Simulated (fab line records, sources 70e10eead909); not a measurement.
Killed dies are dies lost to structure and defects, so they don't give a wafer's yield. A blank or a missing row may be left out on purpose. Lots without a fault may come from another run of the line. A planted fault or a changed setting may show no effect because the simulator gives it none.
One fault seen from 2 desks | flow nand_harc | each desk has only its own numbers; what lay behind them comes last

THE METROLOGY DESK
What the gauges read, lot by lot, whatever tool the lot ran on: means of the sampled wafers that have a number. A lot is out of limits, marked OUT, if its mean lies more than 4 standard deviations from the usual mean; the brackets give that distance.
Columns: A = cd_nm at NHARC_A_SLIT_CD_MEAS_09, usual 300.1 nm
lot  | first seen here | A
L110 | day 20 15:23    | 300.0
L107 | day 20 22:25    | 300.8
L112 | day 21 16:16    | 300.1
L113 | day 21 18:25    | 300.2
L118 | day 23 23:34    | 300.1
L121 | day 25 15:52    | 299.8
L124 | day 26 03:28    | 300.3
L123 | day 26 04:13    | 300.1
L128 | day 28 08:05    | 300.2
L129 | day 28 08:11    | 300.3
L127 | day 28 08:58    | 300.6
L130 | day 29 08:47    | 300.2
This desk's finding: nothing out of limits on any of the 12 lots.

THE TOOL OWNER'S DESK: rie_metal-02
The tool's own readings at NHARC_A_WL_FILL_ETCHBACK_04 (etches the open film in NF3, target depth 60 nm, time 120 s): means of the sampled wafers that have a number, for each lot that ran on this tool. A lot is out of limits, marked OUT, if its mean lies more than 4 standard deviations from the usual mean; the brackets give that distance.
Columns: A = drypump_motor_current_A at NHARC_A_WL_FILL_ETCHBACK_04, usual 5.5 A; B = oes_product_au at NHARC_A_WL_FILL_ETCHBACK_04, usual 1.004 a.u.; C = run_length_s at NHARC_A_WL_FILL_ETCHBACK_04, usual 141.3 s
lot  | first seen here | A   | B     | C
L110 | day 21 07:11    | 5.1 | 1.007 | 141.7
L107 | day 21 13:20    | 5.2 | 1.008 | 141.4
L112 | day 22 06:48    | 5.1 | 1.002 | 141.4
L121 | day 26 06:20    | 5.1 | 1.013 | 57.8 (-99 or more) OUT
L123 | day 26 21:56    | 5.1 | 1.002 | 57.8 (-99 or more) OUT
L127 | day 29 02:54    | 5.1 | 0.995 | 141.4
This desk's finding: out of limits on L121, L123; first on L121, day 26 06:20 (run_length_s at NHARC_A_WL_FILL_ETCHBACK_04). In limits: L110, L107, L112, L127.

PUT TOGETHER
The tool owner's desk could have raised an alarm at day 26 06:20, on L121, L123.
The metrology desk saw nothing out of limits.
The metrology desk has L121, L123 on record, within its limits.
Of the lots named, all ran NHARC_A_WL_FILL_ETCHBACK_04 on rie_metal-02.

WHAT THE SIMULATOR HAD PUT IN
Process parameter drift: rie_metal-02, from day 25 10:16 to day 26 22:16, at NHARC_A_WL_FILL_ETCHBACK_04. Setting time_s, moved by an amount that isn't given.
Lots struck among those shown: L121, L123.
Hours from the fault's start to each desk's first reading out of limits: the tool owner's desk, 20.
